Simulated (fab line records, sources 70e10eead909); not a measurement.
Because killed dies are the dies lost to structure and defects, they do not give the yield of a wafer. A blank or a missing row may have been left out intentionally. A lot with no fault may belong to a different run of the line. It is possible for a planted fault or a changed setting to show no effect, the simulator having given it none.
Matching of chambers + flow nandHarc + NHARC_A_STAIRCASE_DESCUM_219 on rieDiel-04 has 4 sister chambers
The step chemistry O2, time 3 s. 7 wafers are shown with their chamber, then 7 later ones without.

== WAFERS WITH THEIR CHAMBER ==
| wafer  | chamber | drypumpMotorCurrentA (A) | showerheadPlenumPTorr (Torr) |
|--------|---------|--------------------------|------------------------------|
| L074.3 | 3       | 5.98                     | 1.98                         |
| L085.1 | 0       | 5.73                     | 1.96                         |
| L085.3 | 2       | 5.63                     | 2.05                         |
| L089.5 | 2       | 5.61                     | 2.05                         |
| L089.6 | 1       | 5.50                     | 1.88                         |
| L090.1 | 3       | 5.96                     | 1.97                         |
| L090.4 | 1       | 5.47                     | 1.88                         |

== WAFERS WITH NO CHAMBER GIVEN ==
| wafer  | drypumpMotorCurrentA (A) | showerheadPlenumPTorr (Torr) |
|--------|--------------------------|------------------------------|
| L090.5 | 5.63                     | 2.05                         |
| L093.1 | 5.62                     | 2.05                         |
| L093.3 | 5.51                     | 1.88                         |
| L093.5 | 6.00                     | 1.97                         |
| L096.2 | 5.61                     | 2.05                         |
| L096.4 | 5.71                     | 1.96                         |
| L096.5 | 5.52                     | 1.88                         |

== THE CHAMBER EACH PASSED THROUGH ==
| wafer  | from the rows above | in truth |
|--------|---------------------|----------|
| L090.5 | 2                   | 2        |
| L093.1 | 2                   | 2        |
| L093.3 | 1                   | 1        |
| L093.5 | 3                   | 3        |
| L096.2 | 2                   | 2        |
| L096.4 | 0                   | 0        |
| L096.5 | 1                   | 1        |
7 of 7 placed correctly. Number that these rows cannot place: 0. Wrongly placed: 0.
How it was worked out, from the rows above alone: a wafer's distance from a chamber is the root of the sum, over the readings, of the square of ((its reading less the chamber's mean) divided by the reading's scatter). If the next closest chamber is less than 2 further off than the closest, the wafer can't be placed; otherwise it belongs to the closest. For every chamber, the mean is computed from those of its wafers that are shown. How the scatter is found: for the shown wafers, subtract from each reading the mean of its chamber, square and add these, divide the total by (wafers less chambers), then take the root.
